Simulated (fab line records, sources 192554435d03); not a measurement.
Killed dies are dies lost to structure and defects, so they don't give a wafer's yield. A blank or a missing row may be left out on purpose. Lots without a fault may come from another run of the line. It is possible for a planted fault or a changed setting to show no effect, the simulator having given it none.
The tool behind it: which one? :: flow n5_finfet :: 9 lots with 25 wafers sampled at 5 steps, on a route of 1938 steps

WHAT THE GAUGES SHOWED, per wafer
N5_BEOL_M4_RC_MEAS_101. Usual: DIBL_N 35.9 mV/V, standard deviation 1.3; DIBL_P 35.9 mV/V, standard deviation 1.5; IOFF_N 0.152 nA/um, standard deviation 0.023; IOFF_P 0.204 nA/um, standard deviation 0.027; ION_N 673 uA/um, standard deviation 9.2; ION_P 462 uA/um, standard deviation 6.7; SS_N 71.4 mV/dec, standard deviation 0.48; SS_P 73.2 mV/dec, standard deviation 0.55; VT_N 250.3 mV, standard deviation 2.6; VT_P -250.6 mV, standard deviation 3.
lot: L765
measured: day 8 12:53
on: prober-02
DIBL_N (mV/V): 35.2 37.0 37.2
DIBL_P (mV/V): 35.1 38.1 37.3
IOFF_N (nA/um): 0.120 0.155 0.149
IOFF_P (nA/um): 0.163 0.207 0.193
ION_N (uA/um): 662 671 659
ION_P (uA/um): 455 468 450
SS_N (mV/dec): 70.9 71.2 71.6
SS_P (mV/dec): 72.3 72.6 73.2
VT_N (mV): 255.4 251.9 250.1
VT_P (mV): -253.8 -251.8 -251.3
flag: 

lot: L767
measured: day 8 20:23
on: prober-02
DIBL_N (mV/V): 33.8 33.5 33.9
DIBL_P (mV/V): 34.7 34.5 35.1
IOFF_N (nA/um): 0.143 0.133 0.139
IOFF_P (nA/um): 0.199 0.186 0.199
ION_N (uA/um): 667 672 663
ION_P (uA/um): 461 464 464
SS_N (mV/dec): 71.0 71.5 70.9
SS_P (mV/dec): 72.4 72.5 72.8
VT_N (mV): 250.9 250.1 250.9
VT_P (mV): -250.0 -250.8 -250.2
flag: 

lot: L768
measured: day 9 18:23
on: prober-02
DIBL_N (mV/V): 36.5 35.0 36.1
DIBL_P (mV/V): 37.3 36.3 37.1
IOFF_N (nA/um): 0.167 0.150 0.163
IOFF_P (nA/um): 0.198 0.182 0.197
ION_N (uA/um): 677 679 680
ION_P (uA/um): 461 452 462
SS_N (mV/dec): 70.8 71.0 71.5
SS_P (mV/dec): 74.3 73.0 73.2
VT_N (mV): 249.8 252.0 248.3
VT_P (mV): -253.7 -254.3 -251.2
flag: 

lot: L772
measured: day 11 00:04
on: prober-02
DIBL_N (mV/V): 34.9 34.8 34.8
DIBL_P (mV/V): 35.7 33.9 34.9
IOFF_N (nA/um): 0.133 0.126 0.130
IOFF_P (nA/um): 0.189 0.161 0.178
ION_N (uA/um): 680 670 668
ION_P (uA/um): 467 454 462
SS_N (mV/dec): 71.8 71.0 71.0
SS_P (mV/dec): 73.1 73.6 72.1
VT_N (mV): 252.7 253.6 253.5
VT_P (mV): -250.8 -254.7 -252.7
flag: 

lot: L773
measured: day 10 22:23
on: prober-01
DIBL_N (mV/V): 36.2 37.4
DIBL_P (mV/V): 35.5 37.4
IOFF_N (nA/um): 0.162 0.183
IOFF_P (nA/um): 0.209 0.233
ION_N (uA/um): 687 680
ION_P (uA/um): 467 468
SS_N (mV/dec): 71.6 71.8
SS_P (mV/dec): 73.1 74.2
VT_N (mV): 246.1 245.8
VT_P (mV): -248.9 -249.6
flag: 

lot: L778
measured: day 12 10:53
on: prober-02
DIBL_N (mV/V): 36.3 38.0
DIBL_P (mV/V): 33.9 36.4
IOFF_N (nA/um): 0.147 0.184
IOFF_P (nA/um): 0.227 0.275
ION_N (uA/um): 669 692
ION_P (uA/um): 472 477
SS_N (mV/dec): 71.5 71.6
SS_P (mV/dec): 72.4 73.6
VT_N (mV): 248.6 247.6
VT_P (mV): -244.2 -243.5
flag: 

lot: L783
measured: day 13 14:14
on: prober-02
DIBL_N (mV/V): 34.5 33.8 35.7
DIBL_P (mV/V): 36.0 35.6 37.6
IOFF_N (nA/um): 0.143 0.137 0.164
IOFF_P (nA/um): 0.198 0.187 0.223
ION_N (uA/um): 681 665 681
ION_P (uA/um): 470 466 467
SS_N (mV/dec): 71.5 71.2 71.5
SS_P (mV/dec): 73.3 73.1 73.5
VT_N (mV): 252.2 253.1 249.4
VT_P (mV): -248.9 -253.0 -251.9
flag: 

lot: L784
measured: day 13 17:34
on: prober-01
DIBL_N (mV/V): 36.5 35.8 36.4
DIBL_P (mV/V): 36.4 35.8 36.3
IOFF_N (nA/um): 0.174 0.162 0.172
IOFF_P (nA/um): 0.228 0.218 0.228
ION_N (uA/um): 688 681 677
ION_P (uA/um): 471 469 468
SS_N (mV/dec): 71.9 72.0 71.1
SS_P (mV/dec): 72.9 72.9 72.5
VT_N (mV): 246.3 248.6 245.5
VT_P (mV): -248.1 -249.2 -247.2
flag: 

lot: L786
measured: day 14 01:35
on: prober-02
DIBL_N (mV/V): 35.1 35.0 35.1
DIBL_P (mV/V): 35.8 36.8 36.6
IOFF_N (nA/um): 0.128 0.132 0.138
IOFF_P (nA/um): 0.167 0.175 0.171
ION_N (uA/um): 669 668 672
ION_P (uA/um): 455 454 456
SS_N (mV/dec): 71.1 71.7 71.8
SS_P (mV/dec): 73.3 73.4 73.2
VT_N (mV): 255.3 253.2 252.9
VT_P (mV): -254.2 -253.3 -257.5
flag: 

WHICH TOOL RAN EACH LOT (tool, then ch and the chambers of the sampled wafers, then the start)
lot: L765
N5_BEOL_M0_SAQP_DESCUM_19: rie_diel-06 ch 0,1,3, day 5 16:17
N5_BEOL_M0_SAQP_ETCH_83: rie_diel-06 ch 0,1,3, day 5 16:19
N5_BEOL_M0_SAQP_ETCH_84: rie_diel-06 ch 0,1,3, day 5 16:22
N5_BEOL_M0_SAQP_HM_OPEN_112: rie_diel-06 ch 0,1,3, day 5 16:29

lot: L767
N5_BEOL_M0_SAQP_DESCUM_19: rie_diel-01 ch 0,1, day 6 03:12
N5_BEOL_M0_SAQP_ETCH_83: rie_diel-01 ch 0,1, day 6 03:14
N5_BEOL_M0_SAQP_ETCH_84: rie_diel-01 ch 0,1, day 6 03:17
N5_BEOL_M0_SAQP_HM_OPEN_112: rie_diel-01 ch 0,1, day 6 03:23

lot: L768
N5_BEOL_M0_SAQP_DESCUM_19: rie_diel-01 ch 0,3, day 6 06:46
N5_BEOL_M0_SAQP_ETCH_83: rie_diel-01 ch 0,3, day 6 06:48
N5_BEOL_M0_SAQP_ETCH_84: rie_diel-01 ch 0,3, day 6 06:51
N5_BEOL_M0_SAQP_HM_OPEN_112: rie_diel-01 ch 0,3, day 6 06:57

lot: L772
N5_BEOL_M0_SAQP_DESCUM_19: rie_diel-01 ch 2,3, day 7 12:57
N5_BEOL_M0_SAQP_ETCH_83: rie_diel-01 ch 2,3, day 7 12:59
N5_BEOL_M0_SAQP_ETCH_84: rie_diel-01 ch 2,3, day 7 13:02
N5_BEOL_M0_SAQP_HM_OPEN_112: rie_diel-01 ch 2,3, day 7 13:08

lot: L773
N5_BEOL_M0_SAQP_DESCUM_19: rie_diel-01 ch 1,2, day 7 16:34
N5_BEOL_M0_SAQP_ETCH_83: rie_diel-01 ch 1,2, day 7 16:35
N5_BEOL_M0_SAQP_ETCH_84: rie_diel-01 ch 1,2, day 7 16:38
N5_BEOL_M0_SAQP_HM_OPEN_112: rie_diel-01 ch 1,2, day 7 16:45

lot: L778
N5_BEOL_M0_SAQP_DESCUM_19: rie_diel-01 ch 1,2, day 8 21:31
N5_BEOL_M0_SAQP_ETCH_83: rie_diel-01 ch 1,2, day 8 21:33
N5_BEOL_M0_SAQP_ETCH_84: rie_diel-01 ch 1,2, day 8 21:36
N5_BEOL_M0_SAQP_HM_OPEN_112: rie_diel-01 ch 1,2, day 8 21:43

lot: L783
N5_BEOL_M0_SAQP_DESCUM_19: rie_diel-03 ch 0,3, day 9 20:14
N5_BEOL_M0_SAQP_ETCH_83: rie_diel-03 ch 0,3, day 9 20:16
N5_BEOL_M0_SAQP_ETCH_84: rie_diel-03 ch 0,3, day 9 20:19
N5_BEOL_M0_SAQP_HM_OPEN_112: rie_diel-03 ch 0,3, day 9 20:25

lot: L784
N5_BEOL_M0_SAQP_DESCUM_19: rie_diel-06 ch 1,3, day 10 04:42
N5_BEOL_M0_SAQP_ETCH_83: rie_diel-06 ch 1,3, day 10 04:44
N5_BEOL_M0_SAQP_ETCH_84: rie_diel-06 ch 1,3, day 10 04:47
N5_BEOL_M0_SAQP_HM_OPEN_112: rie_diel-06 ch 1,3, day 10 04:53

lot: L786
N5_BEOL_M0_SAQP_DESCUM_19: rie_diel-06 ch 0,2,3, day 10 14:52
N5_BEOL_M0_SAQP_ETCH_83: rie_diel-06 ch 0,2,3, day 10 14:54
N5_BEOL_M0_SAQP_ETCH_84: rie_diel-06 ch 0,2,3, day 10 14:57
N5_BEOL_M0_SAQP_HM_OPEN_112: rie_diel-06 ch 0,2,3, day 10 15:04
- N5_BEOL_M0_SAQP_DESCUM_19: chemistry O2, time 7.9 s.
- N5_BEOL_M0_SAQP_ETCH_83: etches SiARC in CF4, target depth 39 nm, time 65 s.
- N5_BEOL_M0_SAQP_ETCH_84: etches SOC in N2/H2, target depth 100 nm, overetch 20 nm, time 150 s.
- N5_BEOL_M0_SAQP_HM_OPEN_112: chemistry CHF3/O2, target SiO2, stops on a-Si, target depth 12 nm, time 13.5 s.

AS READ BY THE TOOLS THEMSELVES (means over the sampled wafers that have a number; for cases with no such wafer, the mark the record gives instead)
N5_BEOL_M0_SAQP_DESCUM_19. Usual: drypump_motor_current_A 5.49 A, standard deviation 0.27; oes_product_au 0.77 a.u., standard deviation 0.062; rf_vpp_V 242.8 V, standard deviation 1.4; showerhead_plenum_p_Torr 2.07 Torr, standard deviation 0.073; throttle_valve_pct 20.40 %, standard deviation 0.27.
lot: L765
tool: rie_diel-06
drypump_motor_current_A (A): 5.50
oes_product_au (a.u.): 0.87
rf_vpp_V (V): 242.7
showerhead_plenum_p_Torr (Torr): 2.09
throttle_valve_pct (%): 20.20
flag: 

lot: L767
tool: rie_diel-01
drypump_motor_current_A (A): 5.26
oes_product_au (a.u.): 0.81
rf_vpp_V (V): 243.8
showerhead_plenum_p_Torr (Torr): 2.14
throttle_valve_pct (%): 20.54
flag: 

lot: L768
tool: rie_diel-01
drypump_motor_current_A (A): 5.48
oes_product_au (a.u.): 0.80
rf_vpp_V (V): 242.4
showerhead_plenum_p_Torr (Torr): 2.06
throttle_valve_pct (%): 20.22
flag: 

lot: L772
tool: rie_diel-01
drypump_motor_current_A (A): 5.65
oes_product_au (a.u.): 0.76
rf_vpp_V (V): 242.8
showerhead_plenum_p_Torr (Torr): 2.03
throttle_valve_pct (%): 20.23
flag: 

lot: L773
tool: rie_diel-01
drypump_motor_current_A (A): 5.65
oes_product_au (a.u.): 0.72
rf_vpp_V (V): 243.9
showerhead_plenum_p_Torr (Torr): 2.12
throttle_valve_pct (%): 20.52
flag: 

lot: L778
tool: rie_diel-01
drypump_motor_current_A (A): 5.63
oes_product_au (a.u.): 0.71
rf_vpp_V (V): 243.6
showerhead_plenum_p_Torr (Torr): 2.12
throttle_valve_pct (%): 20.53
flag: 

lot: L783
tool: rie_diel-03
drypump_motor_current_A (A): 5.66
oes_product_au (a.u.): 0.70
rf_vpp_V (V): 242.5
showerhead_plenum_p_Torr (Torr): 2.07
throttle_valve_pct (%): 20.59
flag: 

lot: L784
tool: rie_diel-06
drypump_motor_current_A (A): 5.66
oes_product_au (a.u.): 0.83
rf_vpp_V (V): 242.5
showerhead_plenum_p_Torr (Torr): 2.08
throttle_valve_pct (%): 20.24
flag: 

lot: L786
tool: rie_diel-06
drypump_motor_current_A (A): 5.50
oes_product_au (a.u.): 0.79
rf_vpp_V (V): 243.6
showerhead_plenum_p_Torr (Torr): 2.10
throttle_valve_pct (%): 20.25
flag: 

N5_BEOL_M0_SAQP_ETCH_83. Usual: drypump_motor_current_A 5.49 A, standard deviation 0.27; etch_rf_on_time_s 64.8 s, standard deviation 0.88; oes_product_au 0.66 a.u., standard deviation 0.052; rf_vpp_V 183.8 V, standard deviation 1.1; showerhead_plenum_p_Torr 2.12 Torr, standard deviation 0.067; throttle_valve_pct 15.60 %, standard deviation 0.25.
lot: L765
tool: rie_diel-06
drypump_motor_current_A (A): 5.50
etch_rf_on_time_s (s): 64.6
oes_product_au (a.u.): 0.74
rf_vpp_V (V): 183.9
showerhead_plenum_p_Torr (Torr): 2.14
throttle_valve_pct (%): 15.35
flag: 

lot: L767
tool: rie_diel-01
drypump_motor_current_A (A): 5.25
etch_rf_on_time_s (s): 64.2
oes_product_au (a.u.): 0.69
rf_vpp_V (V): 184.5
showerhead_plenum_p_Torr (Torr): 2.18
throttle_valve_pct (%): 15.69
flag: 

lot: L768
tool: rie_diel-01
drypump_motor_current_A (A): 5.47
etch_rf_on_time_s (s): 64.0
oes_product_au (a.u.): 0.68
rf_vpp_V (V): 183.8
showerhead_plenum_p_Torr (Torr): 2.11
throttle_valve_pct (%): 15.44
flag: 

lot: L772
tool: rie_diel-01
drypump_motor_current_A (A): 5.68
etch_rf_on_time_s (s): 53.3
oes_product_au (a.u.): 0.74
rf_vpp_V (V): 183.7
showerhead_plenum_p_Torr (Torr): 2.09
throttle_valve_pct (%): 15.48
flag: OFF

lot: L773
tool: rie_diel-01
drypump_motor_current_A (A): 5.63
etch_rf_on_time_s (s): 56.8
oes_product_au (a.u.): 0.68
rf_vpp_V (V): 184.4
showerhead_plenum_p_Torr (Torr): 2.16
throttle_valve_pct (%): 15.73
flag: OFF

lot: L778
tool: rie_diel-01
drypump_motor_current_A (A): 5.63
etch_rf_on_time_s (s): 48.5
oes_product_au (a.u.): 0.72
rf_vpp_V (V): 183.8
showerhead_plenum_p_Torr (Torr): 2.16
throttle_valve_pct (%): 15.76
flag: OFF

lot: L783
tool: rie_diel-03
drypump_motor_current_A (A): 5.65
etch_rf_on_time_s (s): 65.4
oes_product_au (a.u.): 0.61
rf_vpp_V (V): 183.9
showerhead_plenum_p_Torr (Torr): 2.11
throttle_valve_pct (%): 15.79
flag: 

lot: L784
tool: rie_diel-06
drypump_motor_current_A (A): 5.67
etch_rf_on_time_s (s): 64.0
oes_product_au (a.u.): 0.71
rf_vpp_V (V): 184.2
showerhead_plenum_p_Torr (Torr): 2.13
throttle_valve_pct (%): 15.42
flag: 

lot: L786
tool: rie_diel-06
drypump_motor_current_A (A): 5.50
etch_rf_on_time_s (s): 64.4
oes_product_au (a.u.): 0.67
rf_vpp_V (V): 184.4
showerhead_plenum_p_Torr (Torr): 2.14
throttle_valve_pct (%): 15.43
flag: 

N5_BEOL_M0_SAQP_ETCH_84. Usual: drypump_motor_current_A 5.50 A, standard deviation 0.27; oes_product_au 0.69 a.u., standard deviation 0.05; rf_vpp_V 523.3 V, standard deviation 2.5; showerhead_plenum_p_Torr 2.52 Torr, standard deviation 0.088; throttle_valve_pct 17.83 %, standard deviation 0.26.
lot: L765
tool: rie_diel-06
drypump_motor_current_A (A): 5.50
oes_product_au (a.u.): 0.77
rf_vpp_V (V): 524.7
showerhead_plenum_p_Torr (Torr): 2.54
throttle_valve_pct (%): 17.64
flag: 

lot: L767
tool: rie_diel-01
drypump_motor_current_A (A): 5.24
oes_product_au (a.u.): 0.72
rf_vpp_V (V): 525.2
showerhead_plenum_p_Torr (Torr): 2.60
throttle_valve_pct (%): 17.90
flag: 

lot: L768
tool: rie_diel-01
drypump_motor_current_A (A): 5.48
oes_product_au (a.u.): 0.72
rf_vpp_V (V): 522.5
showerhead_plenum_p_Torr (Torr): 2.50
throttle_valve_pct (%): 17.73
flag: 

lot: L772
tool: rie_diel-01
drypump_motor_current_A (A): 5.67
oes_product_au (a.u.): 0.68
rf_vpp_V (V): 522.5
showerhead_plenum_p_Torr (Torr): 2.48
throttle_valve_pct (%): 17.77
flag: 

lot: L773
tool: rie_diel-01
drypump_motor_current_A (A): 5.65
oes_product_au (a.u.): 0.65
rf_vpp_V (V): 523.9
showerhead_plenum_p_Torr (Torr): 2.58
throttle_valve_pct (%): 17.98
flag: 

lot: L778
tool: rie_diel-01
drypump_motor_current_A (A): 5.64
oes_product_au (a.u.): 0.64
rf_vpp_V (V): 525.1
showerhead_plenum_p_Torr (Torr): 2.58
throttle_valve_pct (%): 17.99
flag: 

lot: L783
tool: rie_diel-03
drypump_motor_current_A (A): 5.67
oes_product_au (a.u.): 0.64
rf_vpp_V (V): 521.9
showerhead_plenum_p_Torr (Torr): 2.51
throttle_valve_pct (%): 17.98
flag: 

lot: L784
tool: rie_diel-06
drypump_motor_current_A (A): 5.68
oes_product_au (a.u.): 0.73
rf_vpp_V (V): 523.3
showerhead_plenum_p_Torr (Torr): 2.53
throttle_valve_pct (%): 17.73
flag: 

lot: L786
tool: rie_diel-06
drypump_motor_current_A (A): 5.49
oes_product_au (a.u.): 0.70
rf_vpp_V (V): 524.3
showerhead_plenum_p_Torr (Torr): 2.55
throttle_valve_pct (%): 17.75
flag: 

N5_BEOL_M0_SAQP_HM_OPEN_112. Usual: drypump_motor_current_A 5.50 A, standard deviation 0.27; oes_product_au 0.50 a.u., standard deviation 0.036; rf_vpp_V 525 V, standard deviation 5.2; showerhead_plenum_p_Torr 2.39 Torr, standard deviation 0.075; throttle_valve_pct 18.82 %, standard deviation 0.25.
lot: L765
tool: rie_diel-06
drypump_motor_current_A (A): 5.51
oes_product_au (a.u.): 0.55
rf_vpp_V (V): 527
showerhead_plenum_p_Torr (Torr): 2.40
throttle_valve_pct (%): 18.60
flag: 

lot: L767
tool: rie_diel-01
drypump_motor_current_A (A): 5.24
oes_product_au (a.u.): 0.53
rf_vpp_V (V): 528
showerhead_plenum_p_Torr (Torr): 2.46
throttle_valve_pct (%): 18.93
flag: 

lot: L768
tool: rie_diel-01
drypump_motor_current_A (A): 5.47
oes_product_au (a.u.): 0.52
rf_vpp_V (V): 525
showerhead_plenum_p_Torr (Torr): 2.38
throttle_valve_pct (%): 18.69
flag: 

lot: L772
tool: rie_diel-01
drypump_motor_current_A (A): 5.67
oes_product_au (a.u.): 0.49
rf_vpp_V (V): 523
showerhead_plenum_p_Torr (Torr): 2.36
throttle_valve_pct (%): 18.69
flag: 

lot: L773
tool: rie_diel-01
drypump_motor_current_A (A): 5.63
oes_product_au (a.u.): 0.47
rf_vpp_V (V): 528
showerhead_plenum_p_Torr (Torr): 2.44
throttle_valve_pct (%): 18.93
flag: 

lot: L778
tool: rie_diel-01
drypump_motor_current_A (A): 5.66
oes_product_au (a.u.): 0.47
rf_vpp_V (V): 528
showerhead_plenum_p_Torr (Torr): 2.44
throttle_valve_pct (%): 18.94
flag: 

lot: L783
tool: rie_diel-03
drypump_motor_current_A (A): 5.66
oes_product_au (a.u.): 0.46
rf_vpp_V (V): 520
showerhead_plenum_p_Torr (Torr): 2.38
throttle_valve_pct (%): 18.97
flag: 

lot: L784
tool: rie_diel-06
drypump_motor_current_A (A): 5.68
oes_product_au (a.u.): 0.53
rf_vpp_V (V): 525
showerhead_plenum_p_Torr (Torr): 2.39
throttle_valve_pct (%): 18.66
flag: 

lot: L786
tool: rie_diel-06
drypump_motor_current_A (A): 5.49
oes_product_au (a.u.): 0.51
rf_vpp_V (V): 529
showerhead_plenum_p_Torr (Torr): 2.41
throttle_valve_pct (%): 18.63
flag: 

THE ANSWER, worked out from the rows above alone
Rule: a lot counts as off when the mean over its wafers that have a number is more than 3 standard deviations away from the usual mean. A lot without any number at a reading at which 4 lots or more have one is off too. Where the step has rows for the other lots, those lots are counted as sound. The gauges are gone through in route order, then the tools' own readings, and for those a lot's mean is taken as printed above. The first step at which some lot is off is used, and at that step the reading that is off furthest; a lot without a number counts as furthest.
Off: L772, L773, L778 (N5_BEOL_M0_SAQP_ETCH_83, etch_rf_on_time_s).
A tool fits if, at that step or a process step before it, it ran every lot that is off, and no sound lot after the first of them. One fits: N5_BEOL_M0_SAQP_DESCUM_19 and N5_BEOL_M0_SAQP_ETCH_83 on rie_diel-01. At N5_BEOL_M0_SAQP_DESCUM_19 its last sound lot is L768 (day 6 06:46), its first lot that is off L772 (day 7 12:57): a fault that began between those two fits.

WHAT HAD BEEN PUT IN BY THE SIMULATOR
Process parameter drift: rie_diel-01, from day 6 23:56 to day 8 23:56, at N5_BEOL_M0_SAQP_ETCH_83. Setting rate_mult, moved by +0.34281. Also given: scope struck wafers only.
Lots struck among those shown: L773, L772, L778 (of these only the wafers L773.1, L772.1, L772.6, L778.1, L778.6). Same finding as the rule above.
